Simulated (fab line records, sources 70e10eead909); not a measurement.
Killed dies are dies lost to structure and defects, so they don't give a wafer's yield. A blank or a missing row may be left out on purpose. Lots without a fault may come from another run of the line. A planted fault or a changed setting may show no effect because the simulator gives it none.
Problem report in the 8D (eight disciplines) form, filled by code | flow nand_harc | the parts of the form that need people (team, actions taken, sign-off) are left out

1. THE PROBLEM
run_length_s at NHARC_A_CONTACT_ETCH_48 reads a mean of 68.6 s on 3 wafers of 2 lots; wafers without a fault read 86.4 s with a standard deviation of 0.43. That is -41 standard deviations from the usual mean.
The step: etches the open film in CF4, target depth 39 nm, time 65 s.
First seen on wafer L242.4, day 23 20:44, on rie_diel-07. The record holds 40 wafers of 14 lots with a number at this step. Rule for "out", or "out of limits": more than 4 standard deviations from the usual mean. The other wafers with a number count as sound.

2. WHAT IT IS AND WHAT IT IS NOT
question                    | is                     | is not
which readings at this step | run_length_s           | drypump_motor_current_A, oes_product_au, rf_vpp_V, showerhead_plenum_p_Torr, throttle_valve_pct
which lots                  | L242, L246             | L236, L237, L247, L249, L251, L252, L253, L254, L255, L256, L257, L258
which wafers of those lots  | L242.4, L246.3, L246.4 | L242.1
read on which tools         | rie_diel-07            | rie_diel-03, rie_diel-05
when                        | from day 23 20:44      | up to then (7 sound wafers); but 30 sound wafers of L247, L249, L251, L252, L253, L254, L255, L256, L257, L258 came after

3. SUSPECTS, AND WHAT RULES EACH OUT
Counting: a tool at a process step up to the reading stays a suspect if it ran every lot that is out. Sound lots after the first of them don't rule it out here, since some wafers of a struck lot are sound.
- rie_diel-07 at NHARC_A_CONTACT_ETCH_48 (etches the open film in CF4, target depth 39 nm, time 65 s): kept. It ran every lot that is out, first L242 (day 23 20:44); its last sound lot up to then is L236 (day 20 15:38). Its own readings are out on those wafers: run_length_s.
- Within rie_diel-07 at NHARC_A_CONTACT_ETCH_48: the wafers that are out ran in chambers 2, 3; their sound lot-mates ran in chamber 1.
Left after counting: rie_diel-07 at NHARC_A_CONTACT_ETCH_48.

4. THE CAUSE (what the simulator had put in)
Process parameter drift: rie_diel-07, from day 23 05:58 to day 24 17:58, at NHARC_A_CONTACT_ETCH_48. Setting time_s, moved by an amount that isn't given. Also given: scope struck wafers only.
Counting left only this tool.

5. THE CHAIN OF EFFECTS, in route order
Each row: a reading whose mean over the struck wafers that have a number lies more than 3 standard deviations from the usual. Only readings for which the record gives a usual standard deviation are gone through. hours: the time from each lot's start at the first step in this table that gives one to its start at this step, as a median over the lots. sigmas: the change in usual standard deviations.
hours | step                    | reading      | usual  | on struck wafers | change | sigmas
0     | NHARC_A_CONTACT_ETCH_48 | run_length_s | 86.4 s | 68.6             | -17.8  | -41
The process steps in it:
- NHARC_A_CONTACT_ETCH_48: etches the open film in CF4, target depth 39 nm, time 65 s.

6. WHAT WOULD HAVE CAUGHT IT SOONER
In this record the first reading out of limits was taken at day 23 20:44, 15 hours after the fault began at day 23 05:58.
